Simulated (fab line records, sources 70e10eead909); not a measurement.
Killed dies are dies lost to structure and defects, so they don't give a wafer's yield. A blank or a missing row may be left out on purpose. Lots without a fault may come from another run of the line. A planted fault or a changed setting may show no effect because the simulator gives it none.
A sampling plan put to the test | flow nand_harc | one fab line, 18 faults that these records tell of, each judged on the records of the lots that it struck; 1 more is left out, because the records don't allow judging it
The plan is the line's own looks: the steps of the route at which a gauge or an inspection reads the wafer and doesn't change it. A look can be judged if struck wafers have a number there and the file gives its usual mean and standard deviation on fault-free wafers. Caught: at a look after the fault's first step, the mean of the struck wafers lies 4 or more of those standard deviations (sigma) from the usual mean. On the tool: the same test on the tool's own readings at the fault's steps. Another recipe on the struck wafers, or a record that is blank for them alone, also counts as caught.

THE FAULTS, as the simulator had put them in
1. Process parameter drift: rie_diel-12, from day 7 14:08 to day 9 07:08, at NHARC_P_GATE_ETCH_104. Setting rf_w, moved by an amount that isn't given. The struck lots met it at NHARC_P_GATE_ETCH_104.
2. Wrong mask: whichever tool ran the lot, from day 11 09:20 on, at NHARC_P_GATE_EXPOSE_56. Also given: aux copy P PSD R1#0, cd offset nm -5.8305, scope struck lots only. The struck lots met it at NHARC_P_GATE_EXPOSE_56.
3. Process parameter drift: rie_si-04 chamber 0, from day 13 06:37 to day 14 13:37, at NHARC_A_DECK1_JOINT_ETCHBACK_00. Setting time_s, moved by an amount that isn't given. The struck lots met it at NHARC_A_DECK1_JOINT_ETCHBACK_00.
4. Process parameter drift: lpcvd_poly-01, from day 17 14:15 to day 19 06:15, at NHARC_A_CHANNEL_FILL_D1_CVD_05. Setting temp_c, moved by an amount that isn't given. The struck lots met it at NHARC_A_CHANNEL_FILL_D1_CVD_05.
5. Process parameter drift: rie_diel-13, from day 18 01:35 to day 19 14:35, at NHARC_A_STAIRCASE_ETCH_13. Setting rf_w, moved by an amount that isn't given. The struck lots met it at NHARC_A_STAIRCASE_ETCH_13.
6. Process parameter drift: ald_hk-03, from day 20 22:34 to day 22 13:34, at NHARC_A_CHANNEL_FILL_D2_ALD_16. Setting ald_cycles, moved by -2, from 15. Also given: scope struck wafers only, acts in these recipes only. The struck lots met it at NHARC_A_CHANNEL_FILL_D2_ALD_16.
7. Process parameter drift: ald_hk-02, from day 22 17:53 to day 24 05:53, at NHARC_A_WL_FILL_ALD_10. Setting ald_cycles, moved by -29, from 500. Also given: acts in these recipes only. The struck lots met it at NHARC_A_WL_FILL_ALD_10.
8. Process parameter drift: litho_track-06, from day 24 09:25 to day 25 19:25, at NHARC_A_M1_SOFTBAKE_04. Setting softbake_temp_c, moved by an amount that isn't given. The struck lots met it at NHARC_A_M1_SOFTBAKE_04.
9. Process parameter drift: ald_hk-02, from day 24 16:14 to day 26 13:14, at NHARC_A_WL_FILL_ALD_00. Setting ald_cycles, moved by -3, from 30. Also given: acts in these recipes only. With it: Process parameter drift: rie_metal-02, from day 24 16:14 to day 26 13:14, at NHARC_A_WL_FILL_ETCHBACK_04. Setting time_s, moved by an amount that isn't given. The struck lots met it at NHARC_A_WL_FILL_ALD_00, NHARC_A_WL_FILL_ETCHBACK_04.
10. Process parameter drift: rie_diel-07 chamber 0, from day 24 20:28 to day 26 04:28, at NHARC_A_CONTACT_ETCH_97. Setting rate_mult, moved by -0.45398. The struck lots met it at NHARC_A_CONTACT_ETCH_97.
11. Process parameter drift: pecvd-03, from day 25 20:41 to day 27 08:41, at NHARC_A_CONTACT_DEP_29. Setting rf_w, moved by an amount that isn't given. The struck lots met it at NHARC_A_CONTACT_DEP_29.
12. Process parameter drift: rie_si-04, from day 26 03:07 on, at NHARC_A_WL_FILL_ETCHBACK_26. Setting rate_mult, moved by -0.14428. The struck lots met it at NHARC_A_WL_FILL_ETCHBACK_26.
13. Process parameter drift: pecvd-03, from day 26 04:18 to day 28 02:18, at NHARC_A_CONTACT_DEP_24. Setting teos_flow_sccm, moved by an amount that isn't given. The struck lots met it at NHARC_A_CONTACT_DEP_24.
14. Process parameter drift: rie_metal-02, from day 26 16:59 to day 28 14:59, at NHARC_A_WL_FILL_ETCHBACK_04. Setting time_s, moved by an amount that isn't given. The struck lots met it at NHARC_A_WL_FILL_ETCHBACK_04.
15. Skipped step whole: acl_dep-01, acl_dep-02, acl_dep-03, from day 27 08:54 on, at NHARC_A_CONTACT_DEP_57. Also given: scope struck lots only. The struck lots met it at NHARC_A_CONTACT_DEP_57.
16. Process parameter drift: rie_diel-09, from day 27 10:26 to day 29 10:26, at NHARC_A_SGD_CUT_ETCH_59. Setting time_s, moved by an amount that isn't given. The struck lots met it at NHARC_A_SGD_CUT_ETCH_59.
17. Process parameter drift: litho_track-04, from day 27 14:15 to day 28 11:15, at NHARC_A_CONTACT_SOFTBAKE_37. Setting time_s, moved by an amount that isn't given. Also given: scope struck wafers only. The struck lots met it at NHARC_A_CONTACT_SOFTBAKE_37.
18. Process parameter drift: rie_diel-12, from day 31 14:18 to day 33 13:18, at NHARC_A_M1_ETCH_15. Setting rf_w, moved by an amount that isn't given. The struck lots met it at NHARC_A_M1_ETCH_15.

WHAT THE PLAN SAW
fault | on the tool itself                               | first look that catches it                      | reading, sigma         | median hours from its first step to that look | hours from the fault's start to the first struck lot there | judged looks passed uncaught
1     | rf_fwd_power_W +24 sigma                         | no look after it can be judged                  | -                      | -                                             | -                                                          | 0
2     | under 2 sigma                                    | no look after it can be judged                  | -                      | -                                             | -                                                          | 0
3     | run_length_s -22 sigma                           | no look after it can be judged                  | -                      | -                                             | -                                                          | 0
4     | spike_tc_centre_C +9.5 sigma                     | NHARC_END_WLT_00                                | VT_DECK1_TOP_INNER +11 | 344.0                                         | 350                                                        | 0
5     | rf_fwd_power_W +39 sigma                         | no look after it can be judged                  | -                      | -                                             | -                                                          | 0
6     | under 2 sigma                                    | not the one look that can be judged after it    | -                      | -                                             | -                                                          | 1
7     | under 2 sigma                                    | no look after it can be judged                  | -                      | -                                             | -                                                          | 0
8     | heater_power_total_W +38 sigma                   | none of the 2 looks that can be judged after it | -                      | -                                             | -                                                          | 2
9     | run_length_s -30 sigma                           | no look after it can be judged                  | -                      | -                                             | -                                                          | 0
10    | oes_product_au -9.0 sigma                        | NHARC_END_SORT_01                               | killed_dies +38        | 58.3                                          | 71                                                         | 0
11    | rf_fwd_power_W +43 sigma                         | none of the 2 looks that can be judged after it | -                      | -                                             | -                                                          | 2
12    | oes_product_au -6.2 sigma                        | no look after it can be judged                  | -                      | -                                             | -                                                          | 0
13    | mfc_precursor_sccm +87 sigma                     | no look after it can be judged                  | -                      | -                                             | -                                                          | 0
14    | run_length_s +70 sigma                           | not the one look that can be judged after it    | -                      | -                                             | -                                                          | 1
15    | the tool's record is blank for the struck wafers | no look after it can be judged                  | -                      | -                                             | -                                                          | 0
16    | run_length_s -94 sigma                           | not the one look that can be judged after it    | -                      | -                                             | -                                                          | 1
17    | heater_power_total_W +99 or beyond sigma         | no look after it can be judged                  | -                      | -                                             | -                                                          | 0
18    | rf_fwd_power_W -50 sigma                         | no look after it can be judged                  | -                      | -                                             | -                                                          | 0
A dash: the fault isn't caught, or these records don't give the number.

Caught at a look: 2 of 18. Caught on the tool: 15 of 18. By one or the other: 15 of 18.
Caught on the tool alone: faults 1, 3, 5, 8, 9, 11, 12, 13, 14, 15, 16, 17, 18.
Caught by neither: faults 2, 6, 7.

THINNER SAMPLING
If the look that catches a fault measured only every second or every third lot, by lot number, the first struck lot would be measured this late in the worst case:
fault | struck lots at that look, in order of time | every lot | every second lot | every third lot
4     | L368, L369, L371                           | 350 h     | 361 h            | may miss all 3
10    | L162                                       | 71 h      | may miss it      | may miss it
Hours are from the fault's start to the first struck lot that is measured. The limit of 4 sigma was tested on all struck wafers together, so one lot alone may lie under it. Other struck lots may not be in these records.

THE LONGEST TIMED WAY FROM STEP TO LOOK
Fault 4: a median of 344.0 hours passes between NHARC_A_CHANNEL_FILL_D1_CVD_05 and NHARC_END_WLT_00. No look between them can be judged.
